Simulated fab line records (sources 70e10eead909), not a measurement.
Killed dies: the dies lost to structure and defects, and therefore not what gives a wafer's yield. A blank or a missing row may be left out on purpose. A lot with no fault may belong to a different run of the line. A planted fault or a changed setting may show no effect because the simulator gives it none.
fab line records	flow nand_harc	part 2 of 2: steps 5 to 6 of 6
record lots=21	wafers=63	last_day=33
route steps=1302 shown A_SLIT@943 A_WL_FILL@953 A_CONTACT@1003
lots that met no fault: from a run of the same line without faults
start_h: start of the lot's first displayed wafer, in hours after the record's first day	wait_h: hours from the lot's prior step to this one	" as in the row above	L1.1+2: several wafers, shown together as one row	- no value, or no start was given	* or withheld: withheld	< > ~ a bound
route shown NAME@n: a module of which the file shows steps, and the number in the route of the first	usual: the fault-free wafers' mean and standard deviation	same: alike in all rows	chamber/n: place in a boat	sites: each site's reading	_std_site: their standard deviation	_edge_site: outer sites' mean less inner sites'	radius_mm: how far each site lies from the wafer's centre	mask NAME#n: copy n	behind: the tool/chamber that last shaped the wafer	hold: reason for holding the lot/hours on hold/outcome of the hold	device: whichever transistor did not switch (one of n, p or np)	end of line: the same wafers' tests at the end of the route	where a step has no rows: the recipe by itself	killed: the dies lost at the first sort to structure and to defects; this is not the yield of the wafer	map: dies across one wafer; x = killed, . = not, _ = none there
set.NAME: the setting the step ran with; set.NAME@STEP: the setting that earlier step ran with	model.NAME: the simulator's own value behind a step, which no gauge read
one table for each step of the route and one row for each wafer, over a sample of lots
services: when a tool's chamber went out of use (start_h, in hours from the record's first day, below 0 if earlier), for how many hours, and the reason
## steps
# step NHARC_A_CONTACT_ETCH_118
# recipe source_w=withheld	pressure_mtorr=20	bias_v=3000	time_s=190	target_depth_a=18500	ar_flow_sccm=withheld	c4f8_flow_sccm=withheld	o2_flow_sccm=withheld	chemistry=C4F8/O2/Ar
lot.wafer	tool	chamber	start_h	wait_h	rf_hours_counter_h
L074.2	har_cap_etch-02	1	488.79	0.1	82
L074.4	"	0	"	"	-
L074.5	"	0	"	"	-
L075.2	har_cap_etch-01	0	491.63	0.1	129
L075.3	"	1	"	"	-
L075.6	"	1	"	"	-
L076.2	har_cap_etch-03	0	511.69	0.1	43
L076.1	"	1	"	"	43
L076.3	"	0	"	"	-
L077.1	har_cap_etch-03	0	527.58	0.1	47
L077.2	"	1	"	"	47
L077.5	"	1	"	"	-
L078.4	har_cap_etch-01	1	537.13	0.1	-
L078.3	"	0	"	"	-
L078.6	"	0	"	"	-
L080.1	har_cap_etch-02	0	543.56	0.1	92
L080.3	"	1	"	"	-
L080.5	"	0	"	"	-
L081.3	har_cap_etch-03	1	575.59	0.1	-
L081.6	"	1	"	"	-
L081.5	"	0	"	"	-
L083.2	har_cap_etch-01	1	576.96	0.1	10
L083.4	"	1	"	"	-
L083.3	"	0	"	"	-
L082.3	har_cap_etch-02	0	578.79	0.1	-
L082.4	"	1	"	"	-
L082.6	"	0	"	"	-
L085.1	har_cap_etch-03	0	605.93	0.1	60
L085.4	"	0	"	"	-
L085.6	"	1	"	"	-
L084.1	har_cap_etch-01	1	606.28	0.1	15
L084.5	"	1	"	"	-
L084.6	"	0	"	"	-
L086.4	har_cap_etch-02	1	611.78	0.1	-
L086.3	"	0	"	"	-
L086.6	"	0	"	"	-
L087.4	har_cap_etch-02	0	620.22	0.1	-
L087.3	"	1	"	"	-
L087.6	"	0	"	"	-
L088.2	har_cap_etch-03	1	635.45	0.1	66
L088.3	"	0	"	"	-
L088.5	"	1	"	"	-
L089.3	har_cap_etch-01	1	635.73	0.1	-
L089.6	"	0	"	"	-
L089.5	"	1	"	"	-
L090.2	har_cap_etch-03	1	664.73	0.1	71
L090.6	"	1	"	"	-
L090.5	"	0	"	"	-
L092.2	har_cap_etch-01	1	686.30	0.1	28
L092.4	"	1	"	"	-
L092.5	"	1	"	"	-
L093.1	har_cap_etch-03	1	692.17	0.2	75
L093.2	"	0	"	"	75
L093.5	"	1	"	"	-
L095.4	har_cap_etch-02	0	706.07	0.1	-
L095.5	"	1	"	"	-
L095.6	"	0	"	"	-
L097.1	har_cap_etch-03	0	710.87	0.1	79
L097.3	"	0	"	"	-
L097.5	"	0	"	"	-
L094.1	har_cap_etch-02	1	715.08	0.1	124
L094.3	"	0	"	"	-
L094.5	"	0	"	"	-
# step NHARC_A_CONTACT_STRIP_55
# recipe o2_flow_sccm=500	ar_flow_sccm=0	bias_w=0	chemistry=O2
# usual drypump_motor_current_A=5.8/0.48	o2_flow_sccm=500.2/1.5	oes_product_au=1.001/0.007	rf_vpp_V=57.8/0.86	showerhead_plenum_p_Torr=3.53/0.12	throttle_valve_pct=17.036/0.01
lot.wafer	tool	chamber	start_h	wait_h	drypump_motor_current_A	o2_flow_sccm	oes_product_au	rf_hours_counter_h	rf_vpp_V	showerhead_plenum_p_Torr	throttle_valve_pct
L074.4	rie_diel-11	3	-	-	6.6	499.6	1.001	9	57.0	3.34	17.039
L074.2	"	2	"	"	5.5	500.5	0.994	8	57.1	3.59	17.042
L074.5	"	3	"	"	6.6	500.5	0.998	-	57.6	3.34	17.021
L075.2	rie_diel-08	1	-	-	5.7	497.6	1.000	39	55.7	3.42	17.031
L075.3	"	3	"	"	6.0	501.8	1.003	43	58.9	3.72	17.039
L075.6	"	1	"	"	5.7	499.0	1.001	-	57.9	3.42	17.035
L076.3	rie_diel-11	1	-	-	5.5	499.0	0.990	14	59.2	3.56	17.027
L076.2	"	2	"	"	5.4	499.2	1.013	13	58.5	3.58	17.036
L076.1	"	0	"	"	5.2	500.5	1.002	14	59.1	3.66	17.053
L077.1	rie_diel-03	3	-	-	6.2	498.9	1.018	19	58.1	3.73	17.021
L077.2	"	1	"	"	5.6	500.8	1.008	24	58.4	3.62	17.024
L077.5	"	2	"	"	6.5	500.8	1.009	-	57.5	3.37	17.032
L078.3	rie_diel-08	0	-	-	6.4	501.0	0.988	49	58.0	3.43	17.051
L078.4	"	1	"	"	5.7	501.0	0.994	51	58.6	3.42	17.041
L078.6	"	0	"	"	6.4	500.5	0.998	-	57.4	3.43	17.043
L080.1	rie_diel-11	3	-	-	6.6	499.6	0.998	17	58.0	3.33	17.025
L080.3	"	2	"	"	5.5	498.7	1.004	19	56.0	3.58	17.011
L080.5	"	3	"	"	6.6	498.8	0.999	-	57.1	3.33	17.029
L081.3	rie_diel-11	3	-	-	6.6	498.9	1.010	24	57.7	3.33	17.029
L081.6	"	0	"	"	5.2	502.4	1.007	-	58.2	3.65	17.040
L081.5	"	1	"	"	5.5	500.0	0.994	-	57.6	3.56	17.035
L083.3	rie_diel-11	3	-	-	6.6	501.2	1.001	24	57.5	3.33	17.029
L083.2	"	0	"	"	5.2	496.2	0.998	25	58.4	3.65	17.036
L083.4	"	2	"	"	5.5	500.3	1.006	26	57.9	3.58	17.024
L082.4	rie_diel-08	3	-	-	6.0	500.7	0.984	8	57.7	3.70	17.030
L082.3	"	0	"	"	6.4	503.8	1.003	8	56.4	3.43	17.035
L082.6	"	3	"	"	6.1	498.4	1.001	-	59.0	3.70	17.030
L085.1	rie_diel-11	2	-	-	5.5	500.0	1.005	30	58.1	3.57	17.054
L085.4	"	3	"	"	6.6	501.2	1.002	28	57.3	3.33	17.032
L085.6	"	1	"	"	5.5	499.5	0.997	-	57.5	3.56	17.015
L084.1	rie_diel-03	2	-	-	6.5	501.2	0.999	46	55.8	3.36	17.054
L084.6	"	2	"	"	6.4	501.0	0.996	-	57.6	3.36	17.032
L084.5	"	3	"	"	6.2	498.0	1.010	-	58.3	3.71	17.038
L086.4	rie_diel-08	3	-	-	6.0	501.2	1.007	17	57.0	3.70	17.045
L086.3	"	2	"	"	6.2	500.1	1.008	18	59.0	3.54	17.041
L086.6	"	3	"	"	6.1	501.9	0.997	-	57.0	3.70	17.033
L087.3	rie_diel-11	1	-	-	5.5	501.5	1.005	0	58.3	3.55	17.044
L087.4	"	2	"	"	5.5	500.3	0.999	0	58.1	3.57	17.051
L087.6	"	0	"	"	5.2	499.8	1.000	-	59.5	3.65	17.020
L088.3	rie_diel-11	3	-	-	6.6	498.7	1.002	4	57.4	3.32	17.049
L088.2	"	2	"	"	5.5	502.9	0.999	4	58.7	3.57	17.036
L088.5	"	3	"	"	6.6	500.0	0.999	-	57.7	3.32	17.034
L089.3	rie_diel-11	3	-	-	6.6	502.7	0.994	4	57.4	3.32	17.043
L089.6	"	0	"	"	5.2	501.3	1.000	-	56.9	3.65	17.035
L089.5	"	1	"	"	5.5	499.5	0.990	-	57.8	3.55	17.044
L090.2	rie_diel-03	1	-	-	5.6	501.2	1.008	5	57.2	3.60	17.029
L090.5	"	0	"	"	5.7	502.0	1.017	-	59.2	3.40	17.027
L090.6	"	1	"	"	5.6	498.7	1.009	-	59.0	3.60	17.027
L092.4	rie_diel-03	1	-	-	5.6	500.2	1.011	13	57.4	3.60	17.046
L092.2	"	3	"	"	6.2	500.8	1.009	13	58.1	3.70	17.044
L092.5	"	1	"	"	5.6	499.0	1.002	-	58.9	3.60	17.045
L093.2	rie_diel-11	1	-	-	5.5	502.1	0.994	13	57.1	3.55	17.042
L093.1	"	3	"	"	6.5	497.5	1.001	12	56.7	3.32	17.037
L093.5	"	0	"	"	5.2	499.6	1.010	-	58.1	3.64	17.058
L095.4	rie_diel-08	2	-	-	6.2	501.1	1.008	47	58.3	3.52	17.032
L095.5	"	0	"	"	6.4	500.5	1.002	-	59.9	3.41	17.053
L095.6	"	1	"	"	5.7	500.3	0.998	-	57.7	3.39	17.037
L097.1	rie_diel-11	2	-	-	5.5	498.2	0.996	17	59.7	3.56	17.056
L097.3	"	0	"	"	5.2	498.3	0.997	14	58.4	3.64	17.010
L097.5	"	2	"	"	5.5	500.9	0.993	-	56.3	3.56	17.034
L094.3	rie_diel-03	2	-	-	6.5	502.9	1.012	25	56.9	3.34	17.053
L094.1	"	3	"	"	6.2	497.6	1.018	22	58.8	3.69	17.023
L094.5	"	2	"	"	6.5	501.3	1.008	-	56.8	3.34	17.042
## services
tool	chamber	start_h	hours	kind
rie_diel-11	-	433.48	9.0	pm
rie_diel-12	-	445.40	9.0	pm
rie_diel-03	1	453.94	20.0	repair
rie_diel-03	-	459.06	9.0	pm
rie_diel-03	3	490.72	4.6	repair
rie_diel-09	-	497.10	9.0	pm
rie_diel-03	-	503.76	0.7	repair
rie_si-01	0	512.46	2.8	repair
har_cap_etch-02	-	533.87	0.6	repair
rie_diel-08	-	545.69	9.0	pm
rie_diel-12	2	569.46	4.2	repair
rie_si-03	-	575.00	9.0	pm
rie_diel-12	1	575.48	4.4	repair
rie_si-03	0	601.92	2.7	repair
rie_diel-12	3	602.00	17.9	repair
rie_diel-11	-	610.48	9.0	pm
rie_diel-12	-	622.40	9.0	pm
rie_diel-03	1	627.97	4.9	repair
rie_diel-03	0	632.52	12.3	repair
rie_diel-03	-	636.63	9.0	pm
rie_diel-08	2	650.13	11.7	repair
har_cap_etch-03	-	653.46	0.8	repair
rie_diel-11	3	660.23	4.5	repair
rie_diel-11	1	672.14	4.0	repair
